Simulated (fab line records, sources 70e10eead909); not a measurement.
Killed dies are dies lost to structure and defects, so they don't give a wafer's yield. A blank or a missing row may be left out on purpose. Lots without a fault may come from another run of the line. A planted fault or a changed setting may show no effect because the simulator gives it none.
Chamber matching | flow nand_harc | NHARC_A_STAIRCASE_DESCUM_11 on rie_diel-12: 4 sister chambers
The step chemistry O2, time 3 s. 8 wafers are shown with their chamber, then 9 later ones without.

WAFERS WITH THEIR CHAMBER
wafer  | chamber | showerhead_plenum_p_Torr (Torr) | oes_product_au (a.u.)
L079.3 | 1       | 1.98                            | 1.020
L082.6 | 1       | 1.97                            | 0.998
L080.4 | 2       | 2.02                            | 0.989
L081.5 | 0       | 1.90                            | 1.021
L081.6 | 3       | 1.97                            | 1.004
L086.2 | 0       | 1.89                            | 1.016
L086.3 | 2       | 2.01                            | 0.982
L086.4 | 3       | 1.96                            | 1.012

WAFERS WITHOUT THEIR CHAMBER
wafer  | showerhead_plenum_p_Torr (Torr) | oes_product_au (a.u.)
L085.3 | 1.96                            | 1.002
L085.4 | 1.89                            | 1.008
L085.6 | 1.89                            | 0.999
L094.1 | 2.01                            | 1.007
L094.4 | 1.96                            | 0.996
L094.6 | 1.97                            | 0.999
L095.1 | 1.97                            | 1.000
L095.2 | 2.01                            | 0.990
L095.4 | 1.89                            | 1.017

WHICH CHAMBER EACH WENT THROUGH
wafer  | from the rows above     | in truth
L085.3 | can't be placed: 3 or 1 | 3
L085.4 | 0                       | 0
L085.6 | 0                       | 0
L094.1 | 2                       | 2
L094.4 | can't be placed: 3 or 1 | 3
L094.6 | can't be placed: 3 or 1 | 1
L095.1 | can't be placed: 3 or 1 | 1
L095.2 | 2                       | 2
L095.4 | 0                       | 0
Placed correctly: 5 of 9. Can't be placed from these rows: 4 (the true chamber is among the candidates in 4). Placed wrongly: 0.
How it was worked out, from the rows above alone: a wafer's distance from a chamber is the root of the sum, over the readings, of the square of ((its reading less the chamber's mean) divided by the reading's scatter). The wafer belongs to the nearest chamber; if the next one is less than 2 further off, it can't be placed. A chamber's mean is the mean of its shown wafers. The scatter: the root of (the sum of the squares of (reading less its chamber's mean) over the shown wafers, divided by (wafers less chambers)).
